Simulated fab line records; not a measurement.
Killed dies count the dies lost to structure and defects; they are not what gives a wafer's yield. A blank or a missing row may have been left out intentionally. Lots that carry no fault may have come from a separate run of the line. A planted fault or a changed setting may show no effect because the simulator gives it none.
A struck lot beside a sound one ; flow n5-finfet ; 16 out of 1938 route steps
Sound: the wafers L836.2, L836.5, L836.6. The struck wafers were L842.4, L842.5, L842.6. The cause is named last.
Order at every step that has rows: each side's tool, ch and its chambers, its first start. Under that, the readings that differ: sound wafers ; struck wafers ; difference of the means ; sigmas: that difference in standard deviations of wafers without a fault.
alike: same words and numbers on both sides, and readings whose means sit less than 2 such deviations apart. not compared: any withheld reading, any reading some wafer has no value for, any bound like >300 that may hide the same value, and any number with overlapping values for which the record gives no deviation.
A row with sigmas, a row that says differs or no value, or rows on one side alone: a step with any of these is where the two part. When numbers do not overlap yet have no deviation, they are printed without sigmas and do not part them. A reading that every wafer of one side lacks parts them only if that side has two wafers or more.

first, 3 steps without rows for these wafers: N5_BEOL_M1_SURFACE_TREAT_85; N5_BEOL_M1_CVD_47 (deposits Co from CCTBA/H2, target thk 3 nm, time 223.8 s); N5_BEOL_M1_SPUTTER_48 (material Cu, target thk 4.5 nm, time 8.29 s).
N5_BEOL_M1_ANNEAL_49: time 240 s.
  sound: pvd-sputter-03 at day 8 16:20; struck: pvd-sputter-02 at day 9 23:41
  alike: heater-power-w
then, 2 steps without rows for these wafers: N5_BEOL_M1_SPUTTER_79 (material Cu, target thk 4.5 nm, time 8.29 s); N5_BEOL_M1_ANNEAL_80 (time 240 s).
N5_BEOL_M1_SPUTTER_81: material Cu, target thk 4.5 nm, time 8.29 s.
  sound: pvd-sputter-03 at day 8 16:42; struck: pvd-sputter-02 at day 10 00:02
  alike: chamber-pressure-pa, throttle-valve-pct
then, 1 step without rows for these wafers: N5_BEOL_M1_ANNEAL_82 (time 240 s).
N5_BEOL_M1_SPUTTER_86: material Cu, target thk 4.5 nm, time 8.29 s.
  sound: pvd-sputter-03 at day 8 16:55; struck: pvd-sputter-02 at day 10 00:16
  alike: chamber-pressure-pa, throttle-valve-pct
N5_BEOL_M1_ANNEAL_87: time 240 s.
  sound: pvd-sputter-03 at day 8 17:00; struck: pvd-sputter-02 at day 10 00:20
  alike: heater-power-w
then, 2 steps without rows for these wafers: N5_BEOL_M1_SPUTTER_88 (material Cu, target thk 4.5 nm, time 8.29 s); N5_BEOL_M1_ANNEAL_89 (time 240 s).
N5_BEOL_M1_SPUTTER_90: material Cu, target thk 4.5 nm, time 8.29 s.
  sound: pvd-sputter-03 at day 8 17:22; struck: pvd-sputter-02 at day 10 00:42
reading;sound;struck;difference;sigmas
chamber-pressure-pa (Pa);0.06993 0.06994 0.06998;0.07443 0.07451 0.07438;+0.00449;+35
  alike: throttle-valve-pct
N5_BEOL_M1_ANNEAL_91: time 240 s.
  sound: pvd-sputter-03 at day 8 17:26; struck: pvd-sputter-02 at day 10 00:47
  alike: heater-power-w
N5_BEOL_M4_RC_MEAS_101:
  sound on prober-01 ch 0, day 10 15:08; struck on prober-02 ch 0, day 11 22:06
  alike: DIBL_N, DIBL_P, IOFF_N, IOFF_P, ION_N, ION_P, SS_N, SS_P, VT_N, VT_P
-- record jumps: 4 days separate the struck wafers' starts on either side; left off in module BEOL_M4, taken up again in module PASSIVATION, whose first shown step is the route's number 1936 --
N5_PASSIVATION_PROBE_49:
  sound: prober-02 at day 14 19:19; struck: prober-01 at day 16 02:50
reading;sound;struck;difference;sigmas
killed-at-front-end;58;33 31 28;-27;-2
sort_bin_6_memory (%);4.6;3.1 2.7 2.6;-1.8;-2
  alike: defect-limited-yield, killed_at_M0_to_M3, killed_at_M4_up, killed-at-contacts, killed-at-other, killed-dies, killed-open, killed-short, sort_bin_5_function, sort_bin_8_speed, sort-n-pass, sort-yield-pct

## WHERE THEY PART
At N5_BEOL_M1_SPUTTER_90 first; at N5_PASSIVATION_PROBE_49 last (within this record only).

WHY: the cause the simulator had injected
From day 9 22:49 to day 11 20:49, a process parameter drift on pvd-sputter-02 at N5_BEOL_M1_SPUTTER_90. From 0.07, the setting chamber-pressure-pa moved by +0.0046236. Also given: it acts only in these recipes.
